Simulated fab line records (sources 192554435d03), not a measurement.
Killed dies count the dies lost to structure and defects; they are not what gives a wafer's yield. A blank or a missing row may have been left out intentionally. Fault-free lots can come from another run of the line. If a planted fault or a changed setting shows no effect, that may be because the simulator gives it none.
Chamber matching || flow n5_finfet || 4 sister chambers for N5_MOL_CONTACT_COAG_ALD_133 on ald_sin-01
The step deposits SiO2, target thk 5 nm, pulse time 1 s, co reactant pulse time 1 s. 4 wafers are shown with their chamber, then 8 later ones without.

WAFERS, EACH WITH ITS CHAMBER
{"wafer": "L080.1", "chamber": 3, "heater_power_w (W)": 75}
{"wafer": "L085.4", "chamber": 1, "heater_power_w (W)": 79}
{"wafer": "L088.6", "chamber": 0, "heater_power_w (W)": 75}
{"wafer": "L095.1", "chamber": 2, "heater_power_w (W)": 79}

WAFERS WITHOUT THEIR CHAMBER
{"wafer": "L095.2", "heater_power_w (W)": 76}
{"wafer": "L095.3", "heater_power_w (W)": 76}
{"wafer": "L096.3", "heater_power_w (W)": 75}
{"wafer": "L096.5", "heater_power_w (W)": 78}
{"wafer": "L096.6", "heater_power_w (W)": 77}
{"wafer": "L097.1", "heater_power_w (W)": 75}
{"wafer": "L097.3", "heater_power_w (W)": 73}
{"wafer": "L097.4", "heater_power_w (W)": 79}

THE CHAMBER EACH PASSED THROUGH
{"wafer": "L095.2", "from the rows above": "can't be placed: 0 or 3 or 1 or 2", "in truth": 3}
{"wafer": "L095.3", "from the rows above": "can't be placed: 0 or 3 or 1 or 2", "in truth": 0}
{"wafer": "L096.3", "from the rows above": "can't be placed: 0 or 3", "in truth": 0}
{"wafer": "L096.5", "from the rows above": "can't be placed: 1 or 2 or 0 or 3", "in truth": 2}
{"wafer": "L096.6", "from the rows above": "can't be placed: 0 or 1 or 2 or 3", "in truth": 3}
{"wafer": "L097.1", "from the rows above": "can't be placed: 0 or 3", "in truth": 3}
{"wafer": "L097.3", "from the rows above": "can't be placed: 0 or 3", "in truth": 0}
{"wafer": "L097.4", "from the rows above": "can't be placed: 1 or 2", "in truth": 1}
Correctly placed: 0 of 8. Can't be placed from these rows: 8 (the true chamber is among the candidates in 8). Wrongly placed: 0.
How it was worked out, from the rows above alone: a wafer's distance from a chamber is the root of the sum, over the readings, of the square of ((its reading less the chamber's mean) divided by the reading's scatter). The wafer belongs to the nearest chamber; if the next one is less than 2 further off, it can't be placed. For every chamber, the mean is computed from those of its wafers that are shown. The scatter: root of mean squared gap, hidden wafer to nearest shown wafer, with one shown wafer a chamber.
